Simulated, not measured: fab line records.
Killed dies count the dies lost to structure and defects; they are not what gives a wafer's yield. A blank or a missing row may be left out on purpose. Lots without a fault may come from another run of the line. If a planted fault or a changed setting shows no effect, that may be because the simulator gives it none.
Comparing a struck lot with a sound one | flow n5-finfet | 16 out of 1938 route steps
Sound: the wafers L831.1, L831.4, L831.6. Struck: wafer L838.5 (L838.3, L838.4, from the same lot, were not struck and are left out); the cause is given at the end.
Order at every step that has rows: each side's tool, ch and its chambers, its first start. Under that, the readings that differ: sound wafers | struck wafers | difference of the means | sigmas: that difference in standard deviations of wafers without a fault.
alike: words and numbers the same on both sides, and readings whose means are apart by under 2 such deviations; not compared: readings that were withheld, readings missing a value for some wafer, numbers with overlapping values and no deviation given by the record, and bounds like >300 which may hide the same value.
The two part at a step that has a row with sigmas, a row that says differs or no value, or rows on one side only. When numbers do not overlap yet have no deviation, they are printed without sigmas and do not part them. Lack of a reading on every wafer of one side parts them only where that side has two or more wafers.

N5_SDB_OVL_MEAS_12:
  sound on overlay-01 ch 0, day 4 02:01; struck on overlay-02 ch 0, day 5 20:58
  reading      | sound          | struck | difference | sigmas
  SDB_OVL (nm) | -1.1 -0.4 -0.7 | 0.7    | +1.4       | +2
N5_SDB_INSPECT_13: inspects for defects (brightfield).
  struck on defect-inspect-02, day 5 20:59; sound on defect-inspect-01, day 4 02:02
  alike: raw-defect-count
then, 1 step without rows for these wafers: N5_SDB_DESCUM_16 (chemistry O2, time 7.9 s).
N5_SDB_ETCH_17: etches SiARC in CF4, target depth 23.4 nm, time 39 s.
  sound on rie-diel-02 ch 0,2, day 4 02:06; struck on rie-diel-05 ch 0, day 5 21:04
  reading              | sound          | struck | difference | sigmas
  cf4-flow-sccm (sccm) | 99.6 99.8 99.8 | 100.8  | +1.1       | +3
  alike: drypump-motor-current-A, etch-rf-on-time-s, oes-product-au, rf-vpp-V, showerhead-plenum-p-Torr, throttle-valve-pct
  not compared: rf-hours-counter-h
N5_SDB_ETCH_18: etches SOC in N2/H2, target depth 100 nm, overetch 20 nm, time 150 s.
  sound on rie-diel-02 ch 0,2, day 4 02:08; struck on rie-diel-05 ch 0, day 5 21:06
  alike: drypump-motor-current-A, oes-product-au, rf-vpp-V, showerhead-plenum-p-Torr, throttle-valve-pct
  not compared: rf-hours-counter-h
then, 1 step without rows for these wafers: N5_SDB_STRIP_19 (strips in N2/H2).
N5_SDB_STRIP_21: strips in CF4.
  sound on rie-diel-02 ch 0,2, day 4 02:16; struck on rie-diel-05 ch 0, day 5 21:14
  alike: cf4-flow-sccm, drypump-motor-current-A, oes-product-au, rf-vpp-V, showerhead-plenum-p-Torr, throttle-valve-pct
  not compared: rf-hours-counter-h
N5_SDB_HM_OPEN_20: chemistry CH3F/O2, target SiNx, stops on poly-Si, target depth 24 nm.
  sound on rie-diel-02 ch 0,2, day 4 02:17; struck on rie-diel-05 ch 0, day 5 21:15
  alike: drypump-motor-current-A, oes-product-au, rf-vpp-V, showerhead-plenum-p-Torr, throttle-valve-pct
  not compared: rf-hours-counter-h
N5_SDB_STRIP_22: strips in N2/H2.
  sound on plasma-asher-01 ch 0, day 4 02:22; struck on plasma-asher-01 ch 0, day 5 21:23
  alike: drypump-motor-current-A, heater-power-w, oes-product-au, strip-time-to-endpoint-s
  not compared: rf-hours-counter-h
then, 3 steps without rows for these wafers: N5_SDB_PRECLEAN_23 (cleans in dHF, time 30 s); N5_SDB_DUMMY_REMOVE_24 (chemistry TMAH, target poly-Si, stops on SiO2, target depth 142 nm, time 57 s, rinse time 30 s); N5_SDB_ETCH_25 (etches SiO2 in C4F6/O2, target depth 10 nm, time 3.3 s).
N5_SDB_CUT_ETCH_26: etches Si in HBr/Cl2/O2, target depth 129.6 nm, bt time 20 s, time 51.8 s.
  sound on rie-si-01 ch 0,2,3, day 4 02:41; struck on rie-si-01 ch 2, day 5 21:38
  reading                                 | sound           | struck | difference | sigmas
  model.SDB.feature-depth-nm (nm)         | 128.4 129.4 125 | 175.8  | +48.2      |
  model.etch.depth-nm (nm)                | 128.3 129.4 125 | 175.8  | +48.2      |
  model.SiNx_of_SDB_HM_DEP_00.thk-nm (nm) | 21.8 21.8 22.2  | 16     | -6         |
  alike: HBr_flow_sccm, drypump-motor-current-A, oes-product-au, throttle-valve-pct
  not compared: rf-hours-counter-h
N5_SDB_PRECLEAN_38: cleans in dHF, time 10 s.
  sound on wet-bench-06 ch 3,4,7, day 4 02:47; struck on wet-bench-03 ch 3, day 5 21:46
  reading                                 | sound          | struck | difference | sigmas
  model.SiNx_of_SDB_HM_DEP_00.thk-nm (nm) | 21.8 21.8 22.2 | 16     | -6         |
  alike: bath-heat-duty-pct
then, 1 step without rows for these wafers: N5_SDB_PRECLEAN_39 (cleans in O3/DIW, time 45 s).
-- the record jumps here: 5 days lie between the struck wafers' starts before and after (it left off in module SDB and takes up again in module BEOL_M4, whose first step shown is number 1111 of the route) --
N5_BEOL_M4_RC_MEAS_101:
  sound on prober-02 ch 0, day 9 11:40; struck on prober-01 ch 0, day 11 06:15
  alike: DIBL_N, DIBL_P, IOFF_N, IOFF_P, ION_N, ION_P, SS_N, SS_P, VT_N, VT_P

WHERE THEY PART
At N5_SDB_OVL_MEAS_12 first; at N5_SDB_ETCH_17 last (within this record only). Later steps at which nothing parts them and some readings are alike: N5_SDB_ETCH_18, N5_SDB_STRIP_21, N5_SDB_HM_OPEN_20, N5_SDB_STRIP_22, N5_SDB_CUT_ETCH_26, N5_SDB_PRECLEAN_38, N5_BEOL_M4_RC_MEAS_101.

WHY: the cause the simulator had injected
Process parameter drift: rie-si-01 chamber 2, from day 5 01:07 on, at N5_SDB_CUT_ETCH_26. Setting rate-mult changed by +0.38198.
